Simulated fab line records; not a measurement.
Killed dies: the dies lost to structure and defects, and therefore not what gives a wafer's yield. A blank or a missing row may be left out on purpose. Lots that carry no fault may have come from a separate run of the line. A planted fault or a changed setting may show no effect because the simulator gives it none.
Struck lot and sound lot, side by side -- flow n5 finfet -- 16 out of 1938 route steps
Sound: the wafers L344.1, L344.3, L344.6. Struck: wafer L349.3 (left out: L349.6, a lot-mate that was not struck); the cause follows at the end.
Order at every step that has rows: each side's tool, ch and its chambers, its first start. Under that, the readings that differ: sound wafers -- struck wafers -- difference of the means -- sigmas: that difference in standard deviations of wafers without a fault.
alike: readings with means less than 2 such deviations apart, plus words and numbers identical on both sides. not compared: withheld readings, readings lacking a value on some wafer, bounds such as >300 that could conceal the same value, and numbers that have no deviation in the record and whose values overlap.
A row with sigmas, a row that says differs or no value, or rows on one side alone: a step with any of these is where the two part. Non-overlapping numbers with no deviation appear without sigmas and do not part them. A reading missing from all wafers of one side parts the sides only when that side holds two or more wafers.

N5_HKMG_FIN_CD_MEAS_12: the cd target is 92.8 nm.
  sound on cd sem-02 ch 0, day 4 13:34; struck on cd sem-03 ch 0, day 6 01:05
  alike: cd nm
N5_HKMG_FIN_OVL_MEAS_13:
  sound on overlay-01 ch 0, day 4 13:36; struck on overlay-02 ch 0, day 6 01:07
reading,sound,struck,difference,sigmas
NWFM_OVL (nm),0.1 0.2 -0.2,1.6,+1.6,+2
N5_HKMG_FIN_INSPECT_14: inspects for defects (macro).
  struck on defect inspect-01, day 6 01:08; sound on defect inspect-01, day 4 13:37
  alike: raw defect count
N5_HKMG_FIN_DESCUM_17: chemistry O2, time 7.9 s.
  sound on rie diel-03 ch 0,3, day 4 13:39; struck on rie diel-03 ch 2, day 6 01:10
reading,sound,struck,difference,sigmas
drypump motor current A (A),5.6 5.3 5.3,6.2,+0.8,+3
throttle valve pct (%),20.71 20.00 20.00,20.90,+0.66,+2
  alike: oes product au, rf vpp V, showerhead plenum p Torr
  not compared: rf hours counter h
N5_HKMG_FIN_ETCH_31: etches SiARC in CF4, target depth 45.5 nm, time 75.8 s.
  sound on rie diel-03 ch 0,3, day 4 13:41; struck on rie diel-03 ch 2, day 6 01:12
reading,sound,struck,difference,sigmas
drypump motor current A (A),5.7 5.3 5.3,6.2,+0.8,+2
  alike: etch rf on time s, oes product au, rf vpp V, showerhead plenum p Torr, throttle valve pct
  not compared: rf hours counter h
N5_HKMG_FIN_ETCH_32: etches SOC in N2/H2, target depth 240 nm, time 300 s.
  sound on rie diel-03 ch 0,3, day 4 13:44; struck on rie diel-03 ch 0, day 6 01:16
  alike: drypump motor current A, oes product au, rf vpp V, showerhead plenum p Torr, throttle valve pct
  not compared: rf hours counter h
then, 1 step without rows for these wafers: N5_HKMG_FIN_STRIP_33 (strips in N2/H2).
N5_HKMG_FIN_STRIP_34: strips in CF4.
  sound on rie diel-03 ch 0,3, day 4 13:56; struck on rie diel-03 ch 1, day 6 01:27
  alike: drypump motor current A, oes product au, rf vpp V, showerhead plenum p Torr, throttle valve pct
  not compared: rf hours counter h
then, 1 step without rows for these wafers: N5_HKMG_FIN_ETCH_35 (etches SOC in N2/H2, target depth 215.8 nm, time 243.4 s).
N5_HKMG_FIN_STRIP_92: strips SOC in N2/H2, time 20 s.
  sound on rie diel-03 ch 0,3, day 4 14:06; struck on rie diel-03 ch 1, day 6 01:37
  alike: drypump motor current A, oes product au, rf vpp V, showerhead plenum p Torr, throttle valve pct
  not compared: rf hours counter h
then, 2 steps without rows for these wafers: N5_HKMG_FIN_WET_ETCH_18 (etches TiN in SC1, time 55 s, target depth 5.2 nm, rinse time 30 s); N5_HKMG_FIN_STRIP_19 (strips in N2/H2, time 360 s).
N5_HKMG_FIN_ALD_91: deposits TiN, target thk 1 nm, pulse time 1 s, purge time 3 s.
  sound on ald metal-03 ch 1,2,3, day 4 14:38; struck on ald metal-03 ch 3, day 6 02:10
reading,sound,struck,difference,sigmas
co reactant pulse time s (s),2 2 2,1.3004,-0.6996,
  alike: heater power w, precursor pulse height rel
then, 1 step without rows for these wafers: N5_HKMG_FIN_COAT_85 (time 60 s, resist thk 300 nm).
-- record jumps: 8 days separate the struck wafers' starts on either side; left off in module HKMG_FIN, taken up again in module BEOL_M4, whose first shown step is the route's number 1111 --
N5_BEOL_M4_RC_MEAS_101:
  sound on prober-01 ch 0, day 7 21:42; struck on prober-01 ch 0, day 13 23:30
  alike: DIBL_N, DIBL_P, IOFF_N, IOFF_P, ION_N, ION_P, SS_N, SS_P, VT_N, VT_P
-- the record jumps here: 5 days lie between the struck wafers' starts before and after (it left off in module BEOL_M4 and takes up again in module PASSIVATION, whose first step shown is number 1936 of the route) --
N5_PASSIVATION_PROBE_49:
  only the struck wafers here have rows in the record (prober-01, day 18 15:52); the sound ones have none

## WHERE THEY PART
Last at N5_PASSIVATION_PROBE_49 as far as this record goes, first at N5_HKMG_FIN_OVL_MEAS_13.

WHY: what the simulator had put in
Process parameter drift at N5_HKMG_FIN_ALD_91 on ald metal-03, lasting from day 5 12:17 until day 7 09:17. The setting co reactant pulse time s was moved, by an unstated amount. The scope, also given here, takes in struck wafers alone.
